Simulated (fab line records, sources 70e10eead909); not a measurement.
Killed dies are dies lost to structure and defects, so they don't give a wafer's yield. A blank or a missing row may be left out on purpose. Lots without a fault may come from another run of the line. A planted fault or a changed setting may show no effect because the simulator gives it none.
Which tool did it? | flow nand_harc | 14 lots, 42 wafers sampled, at 5 steps of a route of 1302

WHAT THE GAUGES READ, wafer by wafer
NHARC_A_ONON_D2_THK_MEAS_11: measures by ellipsometry. Usual: thk_nm 999 nm, standard deviation 10.
lot  | measured     | on            | thk_nm (nm)    | flag
L371 | day 13 02:08 | film_metro-01 | 1016 1015 1017 |
L373 | day 13 08:02 | film_metro-02 | 1000 999 1001  |
L374 | day 14 05:17 | film_metro-02 | 1009 1010 1009 |
L375 | day 14 05:28 | film_metro-02 | 990 991 993    |
L376 | day 14 05:39 | film_metro-01 | 994 995 994    |
L377 | day 14 17:27 | film_metro-01 | 1001 1002 1000 |
L379 | day 15 05:32 | film_metro-01 | 996 998 996    |
L380 | day 16 15:19 | film_metro-01 | 989 990 990    |
L381 | day 16 15:28 | film_metro-01 | 995 996 997    |
L390 | day 20 12:11 | film_metro-01 | 998 998 998    |
L393 | day 21 07:52 | film_metro-02 | 1006 1004 1004 |
L391 | day 21 07:52 | film_metro-01 | 991 991 990    |
L392 | day 21 14:34 | film_metro-01 | 995 997 997    |
L394 | day 22 03:24 | film_metro-02 | 973 973 972    |

NHARC_A_ONON_D2_THK_MEAS_21: measures by ellipsometry. Usual: thk_nm 1002 nm, standard deviation 9.
lot  | measured     | on            | thk_nm (nm)    | flag
L371 | day 13 11:03 | film_metro-02 | 998 998 1000   |
L373 | day 13 16:35 | film_metro-01 | 985 984 983    |
L374 | day 14 16:58 | film_metro-02 | 1010 1008 1009 |
L375 | day 14 17:02 | film_metro-01 | 1001 1002 1001 |
L376 | day 14 17:14 | film_metro-02 | 997 998 999    |
L377 | day 15 02:20 | film_metro-01 | 1003 1003 1004 |
L379 | day 15 14:14 | film_metro-01 | 986 982 986    |
L380 | day 17 00:07 | film_metro-01 | 1004 1006 1006 |
L381 | day 17 00:09 | film_metro-01 | 1006 1007 1006 |
L390 | day 20 21:00 | film_metro-01 | 1009 1007 1007 |
L393 | day 21 16:36 | film_metro-02 | 1007 1006 1008 |
L391 | day 21 16:26 | film_metro-01 | 1001 1000 1002 |
L392 | day 22 02:43 | film_metro-01 | 997 996 999    |
L394 | day 22 12:49 | film_metro-01 | 1008 1006 1007 |

NHARC_END_SORT_01. Usual: killed_at_array 61, standard deviation 24; killed_at_other 1.2, standard deviation 1.3; killed_at_periphery 3.7, standard deviation 2.6; killed_dies 66, standard deviation 23; killed_open 3.3, standard deviation 1.8; killed_short 2.4, standard deviation 1.6.
lot  | measured     | on        | killed_at_array | killed_at_other | killed_at_periphery | killed_dies | killed_open | killed_short | flag
L377 | day 27 00:56 | prober-01 | 673 675 671     | 0 1 2           | 4 1 4               | 677 677 677 | 4 3 1       | 5 0 0        | OFF
L381 | day 28 21:35 | prober-02 | 674 675 674     | 0 0 1           | 3 2 2               | 677 677 677 | 4 1 4       | 5 1 1        | OFF

WHICH TOOL RAN EACH LOT (tool, then ch and the chambers of the sampled wafers, then the start)
lot  | NHARC_A_CHANNEL_HOLE_D2_DEP_00 | NHARC_A_CHANNEL_HOLE_D2_ETCH_22
L371 | acl_dep-01 ch 0, day 13 16:55  | har_etch-01 ch 0,1, day 13 21:57
L373 | acl_dep-02 ch 0, day 13 20:14  | har_etch-01 ch 0,1, day 14 02:06
L374 | acl_dep-01 ch 0, day 14 19:34  | har_etch-01 ch 0, day 15 00:01
L375 | acl_dep-03 ch 0, day 14 19:59  | har_etch-02 ch 0,1, day 15 01:02
L376 | acl_dep-01 ch 0, day 14 21:08  | har_etch-01 ch 0,1, day 15 04:10
L377 | acl_dep-02 ch 0, day 15 09:56  | har_etch-01 ch 0,1, day 15 18:36
L379 | acl_dep-03 ch 0, day 15 16:34  | har_etch-02 ch 0,1, day 15 21:19
L380 | acl_dep-03 ch 0, day 17 06:34  | har_etch-01 ch 0,1, day 17 13:25
L381 | acl_dep-02 ch 0, day 17 06:19  | har_etch-02 ch 0, day 17 15:11
L390 | acl_dep-03 ch 0, day 20 23:38  | har_etch-02 ch 0,1, day 21 05:32
L393 | acl_dep-01 ch 0, day 21 19:38  | har_etch-02 ch 0,1, day 22 02:37
L391 | acl_dep-02 ch 0, day 21 18:46  | har_etch-01 ch 0,1, day 22 02:36
L392 | acl_dep-01 ch 0, day 22 07:43  | har_etch-02 ch 0,1, day 22 12:17
L394 | acl_dep-01 ch 0, day 22 15:07  | har_etch-02 ch 0,1, day 22 20:01
- NHARC_A_CHANNEL_HOLE_D2_DEP_00: deposits aC, target thk 3100 nm.
- NHARC_A_CHANNEL_HOLE_D2_ETCH_22: etches the open film in C4F8/O2/Ar, time 666.7 s, target depth 1600 nm.

WHAT THE TOOLS THEMSELVES READ (means of the sampled wafers that have a number; where no wafer has one, the mark that the record gives instead)
NHARC_A_CHANNEL_HOLE_D2_DEP_00. Usual: throttle_valve_pct 35.002 %, standard deviation 0.0084.
lot  | tool       | throttle_valve_pct (%) | flag
L371 | acl_dep-01 | 34.999                 |
L373 | acl_dep-02 | 35.002                 |
L374 | acl_dep-01 | 35.017                 |
L375 | acl_dep-03 | 34.995                 |
L376 | acl_dep-01 | 34.995                 |
L377 | acl_dep-02 | 35.000                 |
L379 | acl_dep-03 | 35.004                 |
L380 | acl_dep-03 | 34.998                 |
L381 | acl_dep-02 | 35.005                 |
L390 | acl_dep-03 | 35.004                 |
L393 | acl_dep-01 | 35.000                 |
L391 | acl_dep-02 | 35.006                 |
L392 | acl_dep-01 | 35.004                 |
L394 | acl_dep-01 | 35.000                 |

NHARC_A_CHANNEL_HOLE_D2_ETCH_22. Usual: drypump_motor_current_A 5.71 A, standard deviation 0.25; showerhead_plenum_p_Torr 3.63 Torr, standard deviation 0.063; throttle_valve_pct 32.155 %, standard deviation 0.0095.
lot  | tool        | drypump_motor_current_A (A) | showerhead_plenum_p_Torr (Torr) | throttle_valve_pct (%) | flag
L371 | har_etch-01 | 5.44                        | 3.61                            | 32.157                 |
L373 | har_etch-01 | 5.56                        | 3.65                            | 32.157                 |
L374 | har_etch-01 | 5.33                        | 3.56                            | 32.158                 |
L375 | har_etch-02 | 5.86                        | 3.69                            | 32.162                 |
L376 | har_etch-01 | 5.44                        | 3.60                            | 32.154                 |
L377 | har_etch-01 | 5.46                        | 3.59                            | 32.149                 |
L379 | har_etch-02 | 5.94                        | 3.66                            | 32.158                 |
L380 | har_etch-01 | 5.46                        | 3.58                            | 32.149                 |
L381 | har_etch-02 | 6.04                        | 3.62                            | 32.156                 |
L390 | har_etch-02 | 5.95                        | 3.62                            | 32.161                 |
L393 | har_etch-02 | 5.87                        | 3.64                            | 32.154                 |
L391 | har_etch-01 | 5.42                        | 3.54                            | 32.157                 |
L392 | har_etch-02 | 5.85                        | 3.64                            | 32.152                 |
L394 | har_etch-02 | 5.87                        | 3.63                            | 32.162                 |

THE ANSWER, worked out from the rows above alone
Rule: a lot is off if the mean of its wafers that have a number lies more than 3 standard deviations from the usual mean. A lot without any number at a reading at which 4 lots or more have one is off too. The other lots that the step has rows for count as sound. The gauges are gone through in route order, then the tools' own readings, and for those a lot's mean is taken as printed above. The first step at which some lot is off is used, and at that step the reading that is off furthest; a lot without a number counts as furthest.
Off: L377, L381, at NHARC_END_SORT_01 (killed_dies). Neither off nor sound, because the step has no rows for them: L371, L373, L374, L375, L376, L379, L380, L390, L393, L391, L392, L394.
A tool fits if, at a process step before that reading, it ran every lot that is off, and no sound lot after the first of them. The gauges at NHARC_END_SORT_01 are tried like those tools. One fits: acl_dep-02 at NHARC_A_CHANNEL_HOLE_D2_DEP_00. It ran no sound lot before its first lot that is off in this sample, so the start can't be narrowed down.

WHAT THE SIMULATOR HAD PUT IN
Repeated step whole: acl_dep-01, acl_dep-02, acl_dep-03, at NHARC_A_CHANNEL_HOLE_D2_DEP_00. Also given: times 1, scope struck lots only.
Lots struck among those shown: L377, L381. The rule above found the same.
